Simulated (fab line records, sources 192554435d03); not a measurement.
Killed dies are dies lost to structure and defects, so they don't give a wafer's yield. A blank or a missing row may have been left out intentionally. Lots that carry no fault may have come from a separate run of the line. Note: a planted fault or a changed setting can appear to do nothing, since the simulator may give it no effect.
Problem report in the 8D (eight disciplines) form, filled by code	flow n5Finfet	the parts of the form that need people (team, actions taken, sign-off) are left out

== 1. THE ISSUE ==
Across 2 wafers from 2 lots, M5_THK at N5_BEOL_M5_THK_MEAS_53 averages 164.8 nm, while fault-free wafers read 60.8 nm with a standard deviation of 2. That is +52 standard deviations from the usual mean.
The step: measures by xrf.
Seen first at day 15 09:35 on filmMetro-01, wafer L604.2. At this step, 25 wafers from 9 lots have a number in the record. Rule for "out" (also "out of limits"): further than 4 standard deviations from the usual mean. The rest of the wafers with a number are treated as sound.

== 2. WHAT IT IS, WHAT IT ISN'T ==
question	is	is not
which readings at this step	M5_THK	-
which lots	L604, L607	L589, L592, L593, L594, L596, L598, L608
which wafers of those lots	L604.2, L607.2	L604.6, L607.1
read on which gauges	filmMetro-01	filmMetro-02
when	from day 15 09:35	up to then (19 sound wafers); but 4 sound wafers of L607, L608 came after

== 3. SUSPECTS, AND WHAT RULES EACH OUT ==
Counting: if a tool at a process step up to the reading ran every lot that is out, it stays a suspect. Sound lots after the first of them don't rule it out here, since some wafers of a struck lot are sound.
- the gauge at N5_BEOL_M5_THK_MEAS_53 has been ruled out. All the wafers that are out were read on filmMetro-01, but those of them that N5_BEOL_M5_CMP_52 has rows for are out there too, on other tools.
- pvdSputter-03 at N5_BEOL_M5_PRE_CLEAN_45 (time 30 s): kept. It ran every lot that is out, first L604 (day 15 03:36).
- cmp-04 at N5_BEOL_M5_CMP_52 (polishes, stops on SiCOH lowk, t overpolish 6.9 s, target thk 62 nm): kept. It processed each lot that is out (first: L604, day 15 09:22); up to then, its last sound lot is L593 (day 11 21:43). Its own readings are out on those wafers: barrierFieldEndpointS, overpolishRunS, timeToEndpointS.
- Within cmp-04 at N5_BEOL_M5_CMP_52: the wafers that are out ran in chambers 0, 3; their sound lot-mates ran in chambers 1, 2.
Left after counting: pvdSputter-03 at N5_BEOL_M5_PRE_CLEAN_45, cmp-04 at N5_BEOL_M5_CMP_52.

== 4. THE CAUSE (what the simulator had put in) ==
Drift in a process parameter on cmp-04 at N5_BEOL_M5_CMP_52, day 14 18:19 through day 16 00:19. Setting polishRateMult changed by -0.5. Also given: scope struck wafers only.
This tool is one of the 2 suspects left after counting.

== 5. THE EFFECT CHAIN, in route order ==
Each row: a reading whose mean over the struck wafers that have a number lies more than 3 standard deviations from the usual. Readings are gone through only where the record gives a usual standard deviation; hours: the median, over the lots, of the time from a lot's start at the first step in this table giving one to that lot's start at this step; sigmas: the change measured in usual standard deviations.
hours	step	reading	usual	on struck wafers	change	sigmas
0	N5_BEOL_M5_CMP_52	barrierFieldEndpointS	24.7 s	41.3	+16.6	+26
0	N5_BEOL_M5_CMP_52	overpolishRunS	6.898 s	0.044	-6.854	-99 or more
0	N5_BEOL_M5_CMP_52	timeToEndpointS	62 s	80	+18	+5.6
0	N5_BEOL_M5_THK_MEAS_53	M5_THK	60.8 nm	164.8	+104.0	+52
1	N5_BEOL_M5_INSPECT_58	rawDefectCount	69	1950	+1882	+82
95	N5_PASSIVATION_PROBE_49	defectLimitedYield	91.3 %	0.0	-91.3	-65
95	N5_PASSIVATION_PROBE_49	killed_at_M4_up	14	1092	+1078	+99 or more
95	N5_PASSIVATION_PROBE_49	killedDies	103	1180	+1077	+63
95	N5_PASSIVATION_PROBE_49	killedOnRim	13	152	+139	+32
95	N5_PASSIVATION_PROBE_49	sortNPass	1077	0	-1077	-63
95	N5_PASSIVATION_PROBE_49	sortYieldPct	91.2 %	0.0	-91.2	-65
Process steps it contains:
- N5_BEOL_M5_CMP_52: polishes, stops on SiCOH lowk, t overpolish 6.9 s, target thk 62 nm.
- N5_PASSIVATION_PROBE_49

== 6. WHAT WOULD HAVE CAUGHT IT SOONER ==
15 hours passed between the start of the fault at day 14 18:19 and the first reading out of limits at a measuring or inspecting step in this record, taken at day 15 09:35.
The tool's own readings at N5_BEOL_M5_CMP_52 were out on every struck wafer that the step has a row for (barrierFieldEndpointS, overpolishRunS, timeToEndpointS): an alarm limit on them would have fired on the first of those.
L607, from the lots that are out (2), started N5_BEOL_M5_CMP_52 on cmp-04 later than day 15 09:35. It would have been spared by a hold on the tool at that moment.
